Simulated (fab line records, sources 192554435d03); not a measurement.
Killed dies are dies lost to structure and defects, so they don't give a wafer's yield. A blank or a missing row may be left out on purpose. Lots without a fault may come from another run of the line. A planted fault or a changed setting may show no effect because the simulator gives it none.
Split-lot experiment | flow n5_finfet | 7 lots, 39 wafers read, on a route of 1938 steps

THE SPLIT
At N5_BEOL_M0_SAQP_SPACER1_ALD_98 (deposits SiO2, target thk 12.8 nm, pulse time 1 s, purge time 2 s), the setting ald_cycles was moved away from the recipe's 138 on 9 of the 39 wafers read, by -54.3% to +47.8%. The other wafers ran this setting at the recipe's value.

FROM THE SPLIT TO THE READING: what the file shows between them, 2 steps
- N5_BEOL_M0_SAQP_SPACER1_ETCHBACK_99: etches SiO2 in CHF3/O2, target depth 15.4 nm, time 7.7 s
- N5_BEOL_M0_SAQP_MANDREL1_REMOVE_100: chemistry HBr/Cl2/O2, target a-Si, stops on SiNx, bt time 10 s

THE READING
cd_nm, in nm, at N5_BEOL_M0_SAQP_CD_MEAS_25 (target cd 13.1 nm). Fault-free wafers of this fab line usually give 12.85 nm, standard deviation 0.21 nm.

wafer  | tool, chamber at the split | ald_cycles as run | against the recipe | cd_nm, nm | against lot-mates on the recipe
L074.1 | ald_sin-01, 2,1,0,3,0,1    | 138               | recipe             | 12.83     | -
L074.2 | ald_sin-01, 2,1,0,3,0,1    | 138               | recipe             | 12.84     | -
L074.3 | ald_sin-01, 2,1,0,3,0,1    | 138               | recipe             | 12.70     | -
L074.4 | ald_sin-01, 2,1,0,3,0,1    | 138               | recipe             | 12.99     | -
L074.5 | ald_sin-01, 2,1,0,3,0,1    | 138               | recipe             | 12.83     | -
L074.6 | ald_sin-01, 2,1,0,3,0,1    | 138               | recipe             | 13.02     | -
L086.3 | ald_sin-01, 2,1,2          | 138               | recipe             | 13.12     | -
L086.5 | ald_sin-01, 2,1,2          | 138               | recipe             | 12.59     | -
L086.6 | ald_sin-01, 2,1,2          | 138               | recipe             | 12.96     | -
L089.1 | ald_sin-04, 0,1,3          | 204               | +47.8%             | 18.89     | +6.16
L089.2 | ald_sin-04, 2,1,0          | 138               | recipe             | 13.00     | -
L089.3 | ald_sin-04, 0,1,3          | 204               | +47.8%             | 18.99     | +6.26
L089.4 | ald_sin-04, 0,1,3          | 204               | +47.8%             | 19.23     | +6.50
L089.5 | ald_sin-04, 2,1,0          | 138               | recipe             | 12.67     | -
L089.6 | ald_sin-04, 2,1,0          | 138               | recipe             | 12.52     | -
L090.1 | ald_sin-03, 1,2,0          | 138               | recipe             | 13.08     | -
L090.2 | ald_sin-03, 3,2            | 100               | -27.5%             | 9.16      | -3.76
L090.3 | ald_sin-03, 1,2,0          | 138               | recipe             | 12.93     | -
L090.4 | ald_sin-03, 1,2,0          | 138               | recipe             | 12.75     | -
L090.5 | ald_sin-03, 1              | 100               | -27.5%             | 9.37      | -3.55
L090.6 | ald_sin-03, 3,2            | 100               | -27.5%             | 8.91      | -4.01
L092.1 | ald_sin-01, 2,1,0,1        | 138               | recipe             | 12.96     | -
L092.2 | ald_sin-01, 2,1,0,1        | 138               | recipe             | 12.86     | -
L092.3 | ald_sin-01, 2,1,0,1        | 138               | recipe             | 13.04     | -
L092.4 | ald_sin-01, 3,2            | 138               | recipe             | 12.53     | -
L092.5 | ald_sin-01, 3,2            | 138               | recipe             | 12.91     | -
L092.6 | ald_sin-01, 2,1,0,1        | 138               | recipe             | 12.73     | -
L093.1 | ald_sin-03, 1,3,2          | 138               | recipe             | 12.77     | -
L093.2 | ald_sin-03, 1,3,2          | 138               | recipe             | 12.89     | -
L093.3 | ald_sin-03, 0,0,3          | 63                | -54.3%             | 5.71      | -7.11
L093.4 | ald_sin-03, 1,3,2          | 138               | recipe             | 12.81     | -
L093.5 | ald_sin-03, 0,0,3          | 63                | -54.3%             | 5.93      | -6.89
L093.6 | ald_sin-03, 0,0,3          | 63                | -54.3%             | 6.11      | -6.71
L097.1 | ald_sin-03, 3,0,1,2,1      | 138               | recipe             | 12.88     | -
L097.2 | ald_sin-03, 3,0,1,2,1      | 138               | recipe             | 12.51     | -
L097.3 | ald_sin-03, 3,0,1,2,1      | 138               | recipe             | 13.04     | -
L097.4 | ald_sin-03, 3,0,1,2,1      | 138               | recipe             | 13.08     | -
L097.5 | ald_sin-03, 3,0,1,2,1      | 138               | recipe             | 12.94     | -
L097.6 | ald_sin-03, 0              | 138               | recipe             | 12.77     | -
Where a row lists several chambers, the file gives one row for several wafers and doesn't say which wafer went through which chamber.

THE FIT
A straight line over all 39 wafers: cd_nm changes by +0.129 nm for each +1% of ald_cycles; r = +1.00; the points scatter about the line by 0.18 nm.
The same after taking each lot's own level away (the mean of its wafers on the recipe; 39 wafers): +0.13 nm for each +1%; r = +1.00; scatter 0.18 nm.
On that fit, the largest move of ald_cycles shifts the reading by 7.1 nm.
The lots' own levels span 12.730 to 12.920 nm, that is 0.9 times the standard deviation above.
So the lot-to-lot level changes the slope little: the two slopes agree.
Check: with one of the wafers moved furthest among these (-54.3%) left out of the fit, the line predicts -7.06 nm for it against its lot-mates. It came out at -7.11 nm against them.

OTHER SPLITS ON THESE WAFERS
These wafers also went through other splits before the reading. Each is held against what the fit with the lots' levels taken away leaves over:
other split on the same wafers                 | wafers away from the commonest value | r with cd_nm (lot level and that fit taken away)
N5_PMOS_HMC_CHANNEL_EPI_HM_DEP_34 target_thk_a | 12                                   | +0.29
N5_SD_EPI_N_ETCH_16 target_depth_a             | 15                                   | -0.17
N5_HKMG_FIN_ETCH_58 target_depth_a             | 12                                   | -0.07

THE WHOLE CHAIN: every reading that the file lists as answering this split, in the file's order
step                                | what it does                                                      | reading                                                                                     | change (the file's fit)               | r (the file's)
N5_BEOL_M0_SAQP_SPACER1_ALD_98      | deposits SiO2, target thk 12.8 nm, pulse time 1 s, purge time 2 s | SiO2_of_BEOL_M0_SAQP_SPACER1_ALD_98.thk_nm (the simulator's own value, which no gauge read) | +0.129 nm for each +1% of the setting | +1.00
N5_BEOL_M0_SAQP_MANDREL1_REMOVE_100 | chemistry HBr/Cl2/O2, target a-Si, stops on SiNx, bt time 10 s    | BEOL_M0_SAQP.cd_nm (the simulator's own value, which no gauge read)                         | +0.127 nm for each +1% of the setting | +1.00
N5_BEOL_M0_SAQP_MANDREL1_REMOVE_100 | chemistry HBr/Cl2/O2, target a-Si, stops on SiNx, bt time 10 s    | SiO2_of_BEOL_M0_SAQP_SPACER1_ALD_98.thk_nm (the simulator's own value, which no gauge read) | +0.108 nm for each +1% of the setting | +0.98
N5_BEOL_M0_SAQP_CD_MEAS_25          | target cd 13.1 nm                                                 | cd_nm                                                                                       | +0.13 nm for each +1% of the setting  | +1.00

THE FILE'S OWN FIT
cd_nm changes by +0.13 nm for each +1% of ald_cycles, r = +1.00.
